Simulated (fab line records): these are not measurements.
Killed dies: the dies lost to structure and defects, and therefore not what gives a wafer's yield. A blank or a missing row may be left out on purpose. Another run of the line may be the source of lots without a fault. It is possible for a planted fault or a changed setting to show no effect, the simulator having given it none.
Split-lot trial + flow n5_finfet + 7 lots, 39 wafers read, on a route of 1938 steps

SPLIT DETAILS
At N5_FIN_SAQP_ALD_61 (deposits SiO2, target thk 4 nm, pulse time 1 s, purge time 2 s), the setting temp_c was moved away from the recipe's 300 C on 15 of the 39 wafers read, by -3.6% to +4.4%. This setting was run at the recipe's value on the other wafers.

The reading comes from the split's own step.

THE READING
SiO2_of_FIN_SAQP_ALD_61.thk_nm (the simulator's own value, which no gauge read), in nm, at N5_FIN_SAQP_ALD_61 (deposits SiO2, target thk 4 nm, pulse time 1 s, purge time 2 s). The file does not state a usual value for it. The 24 wafers here that ran the recipe average 3.998 nm, standard deviation 0.019 nm.

| wafer  | tool, chamber at the split | temp_c as run, C | against the recipe | SiO2_of_FIN_SAQP_ALD_61.thk_nm, nm | against lot-mates on the recipe |
|--------|----------------------------|------------------|--------------------|------------------------------------|---------------------------------|
| L074.1 | ald_sin-04, 1              | 304.7            | +1.6%              | 3.991                              | -0.018                          |
| L074.2 | ald_sin-04, 2              | 304.7            | +1.6%              | 3.944                              | -0.065                          |
| L074.3 | ald_sin-04, 3              | 300              | recipe             | 4.017                              | -                               |
| L074.4 | ald_sin-04, 2              | 300              | recipe             | 3.99                               | -                               |
| L074.5 | ald_sin-04, 3              | 300              | recipe             | 4.02                               | -                               |
| L074.6 | ald_sin-04, 1              | 304.7            | +1.6%              | 3.955                              | -0.054                          |
| L075.2 | ald_sin-04, 1              | 300              | recipe             | 3.995                              | -                               |
| L075.3 | ald_sin-04, 2              | 300              | recipe             | 3.98                               | -                               |
| L075.5 | ald_sin-04, 1              | 300              | recipe             | 4.014                              | -                               |
| L076.1 | ald_sin-01, 2              | 300              | recipe             | 3.991                              | -                               |
| L076.2 | ald_sin-01, 0              | 313.3            | +4.4%              | 3.94                               | -0.066                          |
| L076.3 | ald_sin-01, 1              | 313.3            | +4.4%              | 3.932                              | -0.074                          |
| L076.4 | ald_sin-01, 2              | 313.3            | +4.4%              | 3.902                              | -0.104                          |
| L076.5 | ald_sin-01, 0              | 300              | recipe             | 4.015                              | -                               |
| L076.6 | ald_sin-01, 1              | 300              | recipe             | 4.012                              | -                               |
| L079.1 | ald_sin-04, 2              | 311.6            | +3.9%              | 3.889                              | -0.101                          |
| L079.2 | ald_sin-04, 3              | 300              | recipe             | 3.997                              | -                               |
| L079.3 | ald_sin-04, 1              | 300              | recipe             | 3.979                              | -                               |
| L079.4 | ald_sin-04, 0              | 300              | recipe             | 3.994                              | -                               |
| L079.5 | ald_sin-04, 1              | 311.6            | +3.9%              | 3.924                              | -0.066                          |
| L079.6 | ald_sin-04, 2              | 311.6            | +3.9%              | 3.906                              | -0.084                          |
| L087.1 | ald_sin-01, 3              | 300              | recipe             | 3.969                              | -                               |
| L087.2 | ald_sin-01, 2              | 296.3            | -1.2%              | 4.072                              | +0.065                          |
| L087.3 | ald_sin-01, 1              | 300              | recipe             | 4.03                               | -                               |
| L087.4 | ald_sin-01, 0              | 300              | recipe             | 4.022                              | -                               |
| L087.5 | ald_sin-01, 3              | 296.3            | -1.2%              | 4.027                              | +0.020                          |
| L087.6 | ald_sin-01, 0              | 296.3            | -1.2%              | 4.067                              | +0.060                          |
| L089.1 | ald_sin-01, 2              | 300              | recipe             | 3.994                              | -                               |
| L089.2 | ald_sin-01, 3              | 300              | recipe             | 3.947                              | -                               |
| L089.3 | ald_sin-01, 0              | 300              | recipe             | 4.012                              | -                               |
| L089.4 | ald_sin-01, 1              | 300              | recipe             | 4.017                              | -                               |
| L089.5 | ald_sin-01, 2              | 300              | recipe             | 4.008                              | -                               |
| L089.6 | ald_sin-01, 1              | 300              | recipe             | 3.998                              | -                               |
| L094.1 | ald_sin-03, 2              | 289.3            | -3.6%              | 4.156                              | +0.172                          |
| L094.2 | ald_sin-03, 3              | 300              | recipe             | 3.976                              | -                               |
| L094.3 | ald_sin-03, 0              | 289.3            | -3.6%              | 4.141                              | +0.157                          |
| L094.4 | ald_sin-03, 1              | 300              | recipe             | 3.993                              | -                               |
| L094.5 | ald_sin-03, 1              | 289.3            | -3.6%              | 4.147                              | +0.163                          |
| L094.6 | ald_sin-03, 0              | 300              | recipe             | 3.984                              | -                               |

THE FIT
A straight line over all 39 wafers: SiO2_of_FIN_SAQP_ALD_61.thk_nm changes by -0.0272 nm for each +1% of temp_c; r = -0.90; the points scatter about the line by 0.026 nm.
The same after taking each lot's own level away (the mean of its wafers on the recipe; 39 wafers): -0.0284 nm for each +1%; r = -0.90; scatter 0.027 nm.
Per that fit: largest temp_c move, reading shift of 0.13 nm.
The span of the lots' own levels, 3.9843 to 4.0090 nm, comes to 1.3 times the standard deviation stated above.
Consequently the slope shifts little with the lot-to-lot level, the two slopes agreeing.
Check: with one of the wafers moved furthest among these (+4.4%) left out of the fit, the line predicts -0.122 nm for it against its lot-mates. Against them it came out at -0.066 nm.

THE FILE'S OWN FIT
SiO2_of_FIN_SAQP_ALD_61.thk_nm changes by -0.0273 nm for each +1% of temp_c, r = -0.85.
